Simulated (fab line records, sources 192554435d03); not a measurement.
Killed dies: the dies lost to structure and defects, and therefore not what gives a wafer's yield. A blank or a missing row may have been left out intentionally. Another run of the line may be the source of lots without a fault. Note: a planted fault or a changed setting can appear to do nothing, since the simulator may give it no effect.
fab line records	flow n5-finfet
record lots=7	wafers=21
route steps=1938 shown BEOL_M0_SAQP@671 BEOL_M0_CUTY@713 BEOL_M0@715 BEOL_M1@755 BEOL_M2@860
start-h: the number of hours between the record's first day and the start of the first shown wafer of the lot	wait-h: how many hours have passed since the lot's step before this one	" same as the row above	L1.1+2: several wafers, shown together as one row	- no value present, or no start provided	* or withheld: withheld	< > ~ a bound
route shown NAME@n: NAME is a module with steps in the file, n the number in the route of the first one	usual: the fault-free wafers' mean and standard deviation	same: alike in all rows	chamber/n: place in a boat	sites: readings site by site	_std_site: the standard deviation of these	_edge_site: inner sites' mean taken away from outer sites' mean	radius-mm: how far each site lies from the wafer's centre	mask NAME#n: copy n	behind: tool/chamber where the wafer was last shaped	hold: what put the lot on hold/how long, in hours/how the hold closed	device: the transistor (n, p or np) that didn't switch	end of line: tests of these same wafers at the route's end	a step given without rows: its recipe and nothing more	killed: not the wafer's yield, but the dies lost to structure and defects at the first sort	map: shows each die of a wafer: x if killed, . if not, _ if none is there
set.NAME: setting as actually run; set.NAME@STEP: the setting as run at that earlier step	model.NAME: the simulator's own value behind a step, which no gauge read
one table per step and one row per wafer, for lots whose settings were changed on purpose
## steps
# step N5_BEOL_M0_SAQP_COAT_105
# recipe resist=SOC	temp-c=250	time-s=60	spin-rpm=1500	resist-thk-nm=100
lot.wafer	tool	chamber	start-h	wait-h	set.spin-rpm	model.SOC_of_BEOL_M0_SAQP_COAT_105.thk-nm
L076.1	litho-track-03	0	124.00	0.3	1500	100
L076.5	"	0	"	"	1555	98.4
L076.6	"	0	"	"	1500	99.8
L080.4+6	litho-track-03	0	145.79	0.2	1660	95
L080.5	"	0	"	"	1500	100.2
L082.3	litho-track-05	0	156.01	0.2	1609	97
L082.4	"	0	"	"	1609	96.8
L082.6	"	0	"	"	1500	100.2
L083.3	litho-track-04	0	165.25	0.2	1500	100.6
L083.4	"	0	"	"	1666	95.6
L083.5	"	0	"	"	1500	100.4
L084.1	litho-track-04	0	171.82	0.3	1366	105
L084.3	"	0	"	"	1366	104.8
L084.6	"	0	"	"	1500	100
L085.1	litho-track-04	0	187.06	0.3	1500	100.4
L085.3+6	"	0	"	"	1500	100
L096.3+6	litho-track-05	0	253.07	0.2	1500	99.6
L096.5	"	0	"	"	1587	96.8
# step N5_BEOL_M0_SAQP_ETCH_106
# recipe chemistry=N2/H2	target=SOC	target-depth-a=1500	stop-on=SiNx	ion-energy-ev=100	bias-w=61	pressure-mtorr=30	source-w=850	n2-flow-sccm=200	h2-flow-sccm=200
lot.wafer	tool	chamber	start-h	wait-h	set.spin-rpm@BEOL_M0_SAQP_COAT_105	model.SOC_of_BEOL_M0_SAQP_COAT_105.thk-nm
L076.1	rie-diel-05	3	124.18	-	1500	22
L076.5	"	3	"	"	1555	19.8
L076.6	"	2	"	"	1500	25.2
L080.4	rie-diel-03	0	145.87	-	1660	18.8
L080.5	"	1	"	"	1500	22.2
L080.6	"	3	"	"	1660	18.6
L082.3	rie-diel-04	1	156.06	-	1609	21.8
L082.4	"	0	"	"	1609	19.8
L082.6	"	1	"	"	1500	25
L083.3	rie-diel-03	0	165.30	-	1500	25
L083.4	"	2	"	"	1666	19
L083.5	"	3	"	"	1500	24.6
L084.1	rie-diel-04	0	171.89	-	1366	27.8
L084.3	"	2	"	"	1366	29
L084.6	"	0	"	"	1500	22.8
L085.1	rie-diel-05	3	187.13	-	1500	21.8
L085.3	"	2	"	"	1500	24.6
L085.6	"	2	"	"	1500	25.2
L096.3	rie-diel-04	1	253.13	-	1500	24.2
L096.5	"	0	"	"	1587	19
L096.6	"	1	"	"	1500	25.4
# step N5_BEOL_M0_SAQP_ETCH_107
# recipe chemistry=CH3F/O2	target=SiNx	target-depth-a=300	mask-material=SOC	pressure-mtorr=30	source-w=395	bias-w=73	Ar_flow_sccm=150	CH3F_flow_sccm=30	O2_flow_sccm=20	ion-energy-ev=120
lot.wafer	tool	chamber	start-h	wait-h	set.spin-rpm@BEOL_M0_SAQP_COAT_105	model.SOC_of_BEOL_M0_SAQP_COAT_105.thk-nm
L076.1	rie-diel-05	3	124.24	0.0	1500	10.6
L076.5	"	3	"	"	1555	8.6
L076.6	"	2	"	"	1500	14.2
L080.4	rie-diel-03	0	145.92	0.0	1660	8
L080.5	"	1	"	"	1500	11
L080.6	"	3	"	"	1660	7.6
L082.3	rie-diel-04	1	156.12	0.0	1609	11
L082.4	"	0	"	"	1609	8.8
L082.6	"	1	"	"	1500	14.4
L083.3	rie-diel-03	0	165.36	0.0	1500	14
L083.4	"	2	"	"	1666	7.8
L083.5	"	3	"	"	1500	13.4
L084.1	rie-diel-04	0	171.95	0.0	1366	17
L084.3	"	2	"	"	1366	18
L084.6	"	0	"	"	1500	11.6
L085.1	rie-diel-05	3	187.19	0.0	1500	10.6
L085.3	"	2	"	"	1500	13.8
L085.6	"	2	"	"	1500	14.4
L096.3	rie-diel-04	1	253.19	0.0	1500	13.4
L096.5	"	0	"	"	1587	8
L096.6	"	1	"	"	1500	14.6
# step N5_BEOL_M0_SAQP_SPACER2_ALD_26
# recipe material=SiO2	target-thk-a=150	temp-c=300	ald-precursor-family=BDEAS	ald-co-reactant=O2-plasma	pulse-time-s=1	purge-time-s=2	co-reactant-purge-time-s=2	pressure-torr=2
lot.wafer	tool	chamber	start-h	wait-h	set.target-thk-a	model.SiO2_of_BEOL_M0_SAQP_SPACER2_ALD_26.thk-nm
L076.1+6	ald-sin-02	3,2	124.48	0.1	141.4	14
L076.5	"	1	"	"	150	15
L080.4	ald-sin-04	3	146.15	0.1	163.5	16.4
L080.5+6	"	0,1	"	"	150	15
L082.3+4+6	ald-sin-03	0,2,3	156.48	0.1	150	15
L083.3+5	ald-sin-02	1	165.61	0.1	150	15
L083.4	"	2	"	"	138.6	13.8
L084.1+6	ald-sin-02	1,0	172.53	0.4	150	15
L084.3	"	0	"	"	161.9	16.2
L085.1+6	ald-sin-02	2	187.66	0.3	150	15
L085.3	"	3	"	"	150	14.8
L096.3	ald-sin-04	3	254.18	0.1	150	15.2
L096.5+6	"	3,0	"	"	150	15
# step N5_BEOL_M0_SAQP_SPACER2_ETCHBACK_27
# recipe chemistry=CHF3/O2	mode=anisotropic-etchback	target=SiO2	target-depth-a=225	time-s=11.25	pressure-mtorr=30	source-w=650	bias-w=170	Ar_flow_sccm=200	CHF3_flow_sccm=50	O2_flow_sccm=5	ion-energy-ev=200
# step N5_BEOL_M0_SAQP_MANDREL2_REMOVE_110
# recipe chemistry=HBr/Cl2/O2	bt-time-s=10	target=a-Si	stop-on=SiCN	endpoint=OES-SiCl	over-etch-frac=1	icp-w=600	bias-w=30	HBr_flow_sccm=150	Cl2_flow_sccm=80	O2_flow_sccm=5	pressure-mtorr=10
lot.wafer	tool	chamber	start-h	wait-h	set.target-thk-a@BEOL_M0_SAQP_SPACER2_ALD_26	model.BEOL_M0_SAQP.cd-nm
L076.1+6	rie-si-05	3	125.12	0.1	141.4	14
L076.5	"	1	"	"	150	15
L080.4	rie-si-02	3	146.79	0.1	163.5	16.4
L080.5+6	"	2,1	"	"	150	15
L082.3+4+6	rie-si-02	0,1,3	157.11	0.1	150	15
L083.3	rie-si-05	2	166.24	0.1	150	15
L083.4	"	1	"	"	138.6	13.8
L083.5	"	0	"	"	150	14.8
L084.1+6	rie-si-05	0,1	173.17	0.1	150	15
L084.3	"	2	"	"	161.9	16.2
L085.1+3	rie-si-02	3,0	188.30	0.1	150	15
L085.6	"	3	"	"	150	14.8
L096.3+5+6	rie-si-05	0,2,3	254.89	0.1	150	15
# step N5_BEOL_M0_SAQP_CD_MEAS_29
# recipe target-cd-nm=14.4	landing-energy-ev=1000	detector=se-inlens
# usual cd-nm=15.02/0.23
lot.wafer	tool	chamber	start-h	wait-h	set.target-thk-a@BEOL_M0_SAQP_SPACER2_ALD_26	cd-nm
L076.1	cd-sem-02	0	125.23	0.1	141.4	14.22
L076.5	"	0	"	"	150	14.55
L076.6	"	0	"	"	141.4	13.53
L080.4	cd-sem-03	0	146.90	0.1	163.5	16.24
L080.5	"	0	"	"	150	15.10
L080.6	"	0	"	"	150	14.92
L082.3	cd-sem-02	0	157.23	0.1	150	15.20
L082.4	"	0	"	"	150	14.89
L082.6	"	0	"	"	150	14.80
L083.3	cd-sem-01	0	166.36	0.1	150	14.81
L083.4	"	0	"	"	138.6	13.71
L083.5	"	0	"	"	150	14.71
L084.1	cd-sem-03	0	173.28	0.1	150	15.13
L084.3	"	0	"	"	161.9	16.29
L084.6	"	0	"	"	150	15.15
L085.1	cd-sem-03	0	188.41	0.1	150	15.06
L085.3	"	0	"	"	150	14.98
L085.6	"	0	"	"	150	14.52
L096.3	cd-sem-03	0	255.00	0.1	150	14.98
L096.5	"	0	"	"	150	15.24
L096.6	"	0	"	"	150	15.24
# step N5_BEOL_M0_SAQP_ETCH_73
# recipe chemistry=CF4	target=SiARC	target-depth-a=195	mask-material=CAR-EUV	time-s=32.5	ion-energy-ev=80	pressure-mtorr=40	source-w=545	bias-w=36	Ar_flow_sccm=100	cf4-flow-sccm=100	ends=cleared
lot.wafer	tool	chamber	start-h	wait-h	set.cf4-flow-sccm
L076.1	rie-diel-03	3	125.83	0.0	100
L076.5+6	"	0,3	"	"	106
L080.4+5+6	rie-diel-04	3,3,2	147.40	0.0	100
L082.3+4	rie-diel-04	1,3	157.83	0.0	100
L082.6	"	0	"	"	107.7
L083.3+4+5	rie-diel-04	0,3,2	167.03	0.0	117.6
L084.1	rie-diel-03	0	173.89	0.0	100
L084.3+6	"	2	"	"	89.17
L085.1+3+6	rie-diel-03	2,1,1	189.01	0.0	100
L096.3+5	rie-diel-04	1,2	255.48	0.0	116.7
L096.6	"	1	"	"	100
# step N5_BEOL_M0_SAQP_CUT_ETCH_46
# recipe chemistry=N2/H2	target=SOC	target-depth-a=1350	overetch-a=270	temp-c=40	time-s=202.5	ion-energy-ev=200	mask-material=SiARC	pressure-mtorr=30	source-w=840	bias-w=150	n2-flow-sccm=200	h2-flow-sccm=200
# step N5_BEOL_M0_SAQP_STRIP_74
# recipe chemistry=N2/H2	temp-c=40	n2-flow-sccm=200	h2-flow-sccm=200	rf-frequency-hz=6e+07
# step N5_BEOL_M0_CUTY_ETCH_63
# recipe chemistry=N2/H2	target=SOC	target-depth-a=827	overetch-a=165	mask-material=SiARC	temp-c=40	ion-energy-ev=200	time-s=124	pressure-mtorr=30	source-w=840	bias-w=150	n2-flow-sccm=200	h2-flow-sccm=200
# step N5_BEOL_M0_CUTY_STRIP_64
# recipe chemistry=N2/H2	temp-c=40	n2-flow-sccm=200	h2-flow-sccm=200	rf-frequency-hz=6e+07
# step N5_BEOL_M0_ETCH_138
# recipe chemistry=CH3F/O2	target-depth-a=120	target=SiCN	time-s=31.6	ion-energy-ev=120	pressure-mtorr=30	source-w=395	bias-w=75	Ar_flow_sccm=150	CH3F_flow_sccm=30	O2_flow_sccm=20	ends=cleared
lot.wafer	tool	chamber	start-h	wait-h	set.target-thk-a@BEOL_M0_SAQP_SPACER2_ALD_26	model.SiO2_of_BEOL_M0_SAQP_SPACER2_ALD_26.thk-nm
L076.1+6	rie-diel-01	2,1	127.61	0.0	141.4	4.2
L076.5	"	0	"	"	150	5
L080.4	rie-diel-02	0	148.82	0.0	163.5	6.4
L080.5	"	1	"	"	150	5.2
L080.6	"	2	"	"	150	5
L082.3+4+6	rie-diel-06	3,0,1	159.45	0.0	150	5.2
L083.3+5	rie-diel-06	2,3	168.81	0.0	150	5
L083.4	"	0	"	"	138.6	3.8
L084.1+6	rie-diel-06	0,1	175.43	0.0	150	5.2
L084.3	"	3	"	"	161.9	6.4
L085.1+6	rie-diel-01	0,2	191.32	0.0	150	5
L085.3	"	2	"	"	150	5.2
L096.3+5	rie-diel-02	0,1	257.26	0.0	150	5.2
L096.6	"	0	"	"	150	5
# step N5_BEOL_M0_HM_OPEN_105
# recipe chemistry=Cl2/BCl3	target-depth-a=120	target=TiN	ion-energy-ev=150	pressure-mtorr=10	icp-w=1000	bias-w=126	Cl2_flow_sccm=53.25	bcl3-flow-sccm=21.75	Ar_flow_sccm=25
lot.wafer	tool	chamber	start-h	wait-h	set.target-thk-a@BEOL_M0_SAQP_SPACER2_ALD_26	model.SiO2_of_BEOL_M0_SAQP_SPACER2_ALD_26.thk-nm
L076.1+6	rie-metal-01	0,1	129.46	1.8	141.4	2
L076.5	"	0	"	"	150	2.6
L080.4	rie-metal-03	0	150.14	1.3	163.5	4
L080.5	"	0	"	"	150	2.8
L080.6	"	0	"	"	150	2.6
L082.3	rie-metal-01	0	162.14	2.7	150	2.8
L082.4+6	"	1	"	"	150	2.6
L083.3+5	rie-metal-01	1	168.98	0.1	150	2.6
L083.4	"	0	"	"	138.6	1.8
L084.1+6	rie-metal-02	0,1	177.62	2.2	150	2.8
L084.3	"	1	"	"	161.9	4
L085.1+6	rie-metal-01	1	191.45	0.1	150	2.6
L085.3	"	0	"	"	150	2.8
L096.3+5+6	rie-metal-01	1,1,0	258.45	1.1	150	2.6
# step N5_BEOL_M1_COAT_61
# recipe resist=SOC	temp-c=250	time-s=60	spin-rpm=1500	resist-thk-nm=60
lot.wafer	tool	chamber	start-h	wait-h	set.spin-rpm	model.SOC_of_BEOL_M1_COAT_61.thk-nm
L076.1	litho-track-01	0	135.28	0.1	1353	63
L076.5	"	0	"	"	1500	60
L076.6	"	0	"	"	1353	63.2
L080.4	litho-track-04	0	156.92	0.1	1500	60.4
L080.5+6	"	0	"	"	1500	60.2
L082.3+6	litho-track-01	0	166.42	0.1	1500	60.2
L082.4	"	0	"	"	1443	61.4
L083.3	litho-track-04	0	176.82	0.1	1500	60.4
L083.4	"	0	"	"	1500	60.2
L083.5	"	0	"	"	1598	58.4
L084.1	litho-track-05	0	181.40	0.1	1500	60.2
L084.3	"	0	"	"	1346	63.6
L084.6	"	0	"	"	1500	60
L085.1+3	litho-track-05	0	198.74	0.1	1500	60.4
L085.6	"	0	"	"	1500	60.2
L096.3	litho-track-05	0	266.55	0.1	1419	61.8
L096.5+6	"	0	"	"	1500	60.2
# step N5_BEOL_M1_COAT_62
# recipe resist=SiARC	temp-c=220	time-s=60	spin-rpm=1500	resist-thk-nm=12
# step N5_BEOL_M1_COAT_73
# recipe resist=underlayer	temp-c=205	time-s=60	spin-rpm=1500	resist-thk-nm=5
# step N5_BEOL_M1_ETCH_74
# recipe chemistry=N2/H2	target=underlayer	target-depth-a=65	mask-material=CAR-EUV	time-s=5.2	ion-energy-ev=200	pressure-mtorr=30	source-w=840	bias-w=150	n2-flow-sccm=200	h2-flow-sccm=200	ends=cleared
# step N5_BEOL_M1_ETCH_63
# recipe chemistry=CF4	target=SiARC	target-depth-a=156	mask-material=CAR-EUV	time-s=26	ion-energy-ev=80	pressure-mtorr=40	source-w=545	bias-w=36	Ar_flow_sccm=100	cf4-flow-sccm=100	ends=cleared
# step N5_BEOL_M1_ETCH_64
# recipe chemistry=N2/H2	target=SOC	target-depth-a=750	overetch-a=150	mask-material=SiARC	temp-c=40	time-s=112.5	ion-energy-ev=200	pressure-mtorr=30	source-w=840	bias-w=150	n2-flow-sccm=200	h2-flow-sccm=200
lot.wafer	tool	chamber	start-h	wait-h	set.spin-rpm@BEOL_M1_COAT_61	model.etch.depth-nm
L076.1	rie-diel-04	0	135.88	0.0	1353	63.04
L076.5	"	0	"	"	1500	59.99
L076.6	"	1	"	"	1353	63.19
L080.4	rie-diel-05	1	157.51	0.0	1500	60.32
L080.5	"	1	"	"	1500	60.25
L080.6	"	0	"	"	1500	60.28
L082.3	rie-diel-05	2	167.09	0.0	1500	60.19
L082.4	"	0	"	"	1443	61.42
L082.6	"	2	"	"	1500	60.17
L083.3	rie-diel-04	1	177.41	0.0	1500	60.45
L083.4	"	0	"	"	1500	60.17
L083.5	"	0	"	"	1598	58.39
L084.1	rie-diel-03	3	182.05	0.0	1500	60.13
L084.3	"	0	"	"	1346	63.52
L084.6	"	2	"	"	1500	60
L085.1	rie-diel-05	2	200.02	0.0	1500	60.33
L085.3	"	0	"	"	1500	60.41
L085.6	"	3	"	"	1500	60.29
L096.3	rie-diel-03	2	267.02	0.0	1419	61.76
L096.5	"	1	"	"	1500	60.1
L096.6	"	0	"	"	1500	60.28
# step N5_BEOL_M1_STRIP_65
# recipe chemistry=N2/H2	temp-c=40	n2-flow-sccm=200	h2-flow-sccm=200	rf-frequency-hz=6e+07
# step N5_BEOL_M1_STRIP_75
# recipe chemistry=N2/H2	temp-c=40	n2-flow-sccm=200	h2-flow-sccm=200	rf-frequency-hz=6e+07
# step N5_BEOL_M1_STRIP_66
# recipe chemistry=CF4	resist=SiARC	power-w=300	bias-power-w=75	pressure-mtorr=50	cf4-flow-sccm=150	rf-frequency-hz=6e+07
# step N5_BEOL_M1_HM_OPEN_17
# recipe chemistry=Cl2/BCl3	target-depth-a=200	overetch-a=60	target=TiN	mask-material=SOC	ion-energy-ev=150	pressure-mtorr=10	icp-w=1000	bias-w=126	Cl2_flow_sccm=53.25	bcl3-flow-sccm=21.75	Ar_flow_sccm=25
lot.wafer	tool	chamber	start-h	wait-h	set.spin-rpm@BEOL_M1_COAT_61	model.SOC_of_BEOL_M1_COAT_61.thk-nm
L076.1	rie-metal-01	1	136.04	0.0	1353	55
L076.5	"	1	"	"	1500	51.8
L076.6	"	0	"	"	1353	55.2
L080.4+6	rie-metal-03	0	157.77	0.1	1500	52.4
L080.5	"	0	"	"	1500	52.2
L082.3+6	rie-metal-02	1	167.29	0.1	1500	52.2
L082.4	"	0	"	"	1443	53.4
L083.3	rie-metal-03	0	177.61	0.1	1500	52.4
L083.4	"	1	"	"	1500	52.2
L083.5	"	0	"	"	1598	50.4
L084.1	rie-metal-03	0	182.21	0.0	1500	52.2
L084.3	"	1	"	"	1346	55.6
L084.6	"	0	"	"	1500	52
L085.1+3+6	rie-metal-03	0,1,0	200.19	0.0	1500	52.4
L096.3	rie-metal-02	0	267.22	0.1	1419	54
L096.5+6	"	0,1	"	"	1500	52.4
# step N5_BEOL_M1_DEP_57
# recipe material=SiCN	target-thk-a=80	temp-c=withheld	precursor=3MS/NH3	pressure-torr=3	rf-w=202	time-s=14
lot.wafer	tool	chamber	start-h	wait-h	set.time-s	model.SiCN_of_BEOL_M1_DEP_57.thk-nm
L076.1+5	pecvd-01	0	142.32	0.0	14	8
L076.6	"	2	"	"	14	8.2
L080.4+5	pecvd-01	2,0	166.91	0.0	14	8
L080.6	"	1	"	"	14	8.2
L082.3	pecvd-03	0	173.95	0.0	14	8
L082.4	"	1	"	"	12.49	7.2
L082.6	"	2	"	"	14	8.2
L083.3+5	pecvd-03	1,0	188.88	0.0	12.62	7.2
L083.4	"	1	"	"	14	8.2
L084.1	pecvd-03	0	191.70	0.0	12.88	7.4
L084.3+6	"	1,0	"	"	14	8.2
L085.1	pecvd-02	1	213.03	0.0	14	7.8
L085.3	"	2	"	"	14	8.2
L085.6	"	0	"	"	14	8
L096.3+5	pecvd-03	1	277.29	0.0	14	8
L096.6	"	0	"	"	11.92	7
# step N5_BEOL_M2_ETCH_64
# recipe chemistry=N2/H2	target=SOC	target-depth-a=750	overetch-a=225	mask-material=SiARC	temp-c=40	time-s=121.9	ion-energy-ev=200	pressure-mtorr=30	source-w=840	bias-w=150	n2-flow-sccm=200	h2-flow-sccm=200
# usual rf-vpp-V=523.4/2.2
lot.wafer	tool	chamber	start-h	wait-h	set.source-w	rf-vpp-V	model.SiARC_of_BEOL_M2_COAT_62.thk-nm
L076.1	rie-diel-02	1	145.23	0.0	937.7	503.6	6
L076.5	"	2	"	"	840	522.0	6.2
L076.6	"	1	"	"	840	524.1	6.2
L080.4	rie-diel-06	3	169.16	0.1	728	545.5	6.8
L080.5	"	2	"	"	840	523.5	6.2
L080.6	"	0	"	"	840	527.5	6.2
L082.3	rie-diel-02	0	177.59	0.0	972.3	501.6	5.6
L082.4	"	2	"	"	972.3	497.9	5.8
L082.6	"	0	"	"	840	527.2	6.2
L083.3	rie-diel-02	1	191.67	0.0	903.8	508.7	6.2
L083.4	"	2	"	"	840	522.0	6.2
L083.5	"	3	"	"	840	526.9	6.4
L084.1	rie-diel-01	2	193.04	0.0	840	521.5	6.2
L084.3	"	3	"	"	840	522.5	6
L084.6	"	0	"	"	884.1	513.2	5.8
L085.1	rie-diel-01	1	214.51	0.0	840	523.6	6.4
L085.3	"	0	"	"	840	522.7	6.2
L085.6	"	3	"	"	840	521.6	6.2
L096.3	rie-diel-06	2	279.77	0.0	840	521.6	6.2
L096.5	"	3	"	"	892.9	515.0	6
L096.6	"	0	"	"	840	527.2	6.2
# step N5_BEOL_M2_COAT_76
# recipe resist=underlayer	temp-c=205	time-s=60	spin-rpm=1500	resist-thk-nm=5
lot.wafer	tool	chamber	start-h	wait-h	set.spin-rpm
L076.1+5+6	litho-track-04	0	-	-	1500
L080.4+5+6	litho-track-02	0	-	-	1500
L082.3+4+6	litho-track-03	0	-	-	1500
L083.3	litho-track-03	0	-	-	1589
L083.4+5	"	0	"	"	1500
L084.1	litho-track-02	0	-	-	1343
L084.3+6	"	0	"	"	1500
L085.1+3+6	litho-track-02	0	-	-	1500
L096.3+5	litho-track-03	0	-	-	1500
L096.6	"	0	"	"	1573
# step N5_BEOL_M2_COAT_22
# recipe resist=CAR-EUV	spin-rpm=1500	resist-thk-nm=30
# step N5_BEOL_M2_EBR_24
# recipe solvent=PGMEA	ebr-width-mm=1.5
# step N5_BEOL_M2_DESCUM_33
# recipe chemistry=O2	time-s=7	source-power-w=50	bias-power-w=20	pressure-mtorr=20	rf-frequency-hz=2.712e+07	temp-c=40	resist=CAR-EUV	o2-flow-sccm=225
# step N5_BEOL_M2_ETCH_77
# recipe chemistry=N2/H2	target=underlayer	target-depth-a=65	mask-material=CAR-EUV	time-s=5.2	ion-energy-ev=200	pressure-mtorr=30	source-w=840	bias-w=150	n2-flow-sccm=200	h2-flow-sccm=200	ends=cleared
lot.wafer	tool	chamber	start-h	wait-h	set.spin-rpm@BEOL_M2_COAT_76	model.etch.depth-nm
L076.1	rie-diel-06	0	146.06	0.0	1500	5.023
L076.5	"	2	"	"	1500	5.021
L076.6	"	1	"	"	1500	5.012
L080.4	rie-diel-06	2	170.23	0.0	1500	5.005
L080.5	"	0	"	"	1500	5.019
L080.6	"	3	"	"	1500	5.017
L082.3	rie-diel-06	1	178.63	0.0	1500	5.008
L082.4+6	"	3,1	"	"	1500	5
L083.3	rie-diel-02	2	192.62	0.0	1589	4.85
L083.4	"	0	"	"	1500	4.992
L083.5	"	3	"	"	1500	4.986
L084.1	rie-diel-01	3	194.00	0.0	1343	5.272
L084.3	"	0	"	"	1500	5.004
L084.6	"	2	"	"	1500	5.013
L085.1	rie-diel-02	2	215.34	0.0	1500	5.007
L085.3	"	3	"	"	1500	5.015
L085.6	"	1	"	"	1500	5.024
L096.3	rie-diel-06	0	281.20	0.0	1500	4.996
L096.5	"	3	"	"	1500	4.991
L096.6	"	0	"	"	1573	4.89
## key
split step=N5_BEOL_M0_SAQP_COAT_105	setting=spin-rpm	stated=1500	by=wafer
response step=N5_BEOL_M0_SAQP_COAT_105	reading=model.SOC_of_BEOL_M0_SAQP_COAT_105.thk-nm	change=-0.479	per=1%	r=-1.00
response step=N5_BEOL_M0_SAQP_ETCH_106	reading=model.SOC_of_BEOL_M0_SAQP_COAT_105.thk-nm	change=-0.552	per=1%	r=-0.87
response step=N5_BEOL_M0_SAQP_ETCH_107	reading=model.SOC_of_BEOL_M0_SAQP_COAT_105.thk-nm	change=-0.562	per=1%	r=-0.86
split step=N5_BEOL_M0_SAQP_SPACER2_ALD_26	setting=target-thk-a	stated=150	by=wafer
response step=N5_BEOL_M0_SAQP_SPACER2_ALD_26	reading=model.SiO2_of_BEOL_M0_SAQP_SPACER2_ALD_26.thk-nm	change=+0.158	per=1%	r=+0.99
response step=N5_BEOL_M0_SAQP_MANDREL2_REMOVE_110	reading=model.BEOL_M0_SAQP.cd-nm	change=+0.154	per=1%	r=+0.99
response step=N5_BEOL_M0_SAQP_CD_MEAS_29	reading=cd-nm	change=+0.137	per=1%	r=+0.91
response step=N5_BEOL_M0_ETCH_138	reading=model.SiO2_of_BEOL_M0_SAQP_SPACER2_ALD_26.thk-nm	change=+0.149	per=1%	r=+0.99
response step=N5_BEOL_M0_HM_OPEN_105	reading=model.SiO2_of_BEOL_M0_SAQP_SPACER2_ALD_26.thk-nm	change=+0.131	per=1%	r=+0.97
split step=N5_BEOL_M0_SAQP_ETCH_73	setting=cf4-flow-sccm	stated=100	by=wafer
response none clear
split step=N5_BEOL_M1_COAT_61	setting=spin-rpm	stated=1500	by=wafer
response step=N5_BEOL_M1_COAT_61	reading=model.SOC_of_BEOL_M1_COAT_61.thk-nm	change=-0.319	per=1%	r=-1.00
response step=N5_BEOL_M1_ETCH_64	reading=model.etch.depth-nm	change=-0.319	per=1%	r=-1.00
response step=N5_BEOL_M1_HM_OPEN_17	reading=model.SOC_of_BEOL_M1_COAT_61.thk-nm	change=-0.326	per=1%	r=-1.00
split step=N5_BEOL_M1_DEP_57	setting=time-s	stated=14	by=wafer
response step=N5_BEOL_M1_DEP_57	reading=model.SiCN_of_BEOL_M1_DEP_57.thk-nm	change=+0.0819	per=1%	r=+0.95
split step=N5_BEOL_M2_ETCH_64	setting=source-w	stated=840	by=wafer
response step=N5_BEOL_M2_ETCH_64	reading=rf-vpp-V	change=-1.68	per=1%	r=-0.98
response step=N5_BEOL_M2_ETCH_64	reading=model.SiARC_of_BEOL_M2_COAT_62.thk-nm	change=-0.0318	per=1%	r=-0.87
split step=N5_BEOL_M2_COAT_76	setting=spin-rpm	stated=1500	by=wafer
response step=N5_BEOL_M2_ETCH_77	reading=model.etch.depth-nm	change=-0.0242	per=1%	r=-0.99
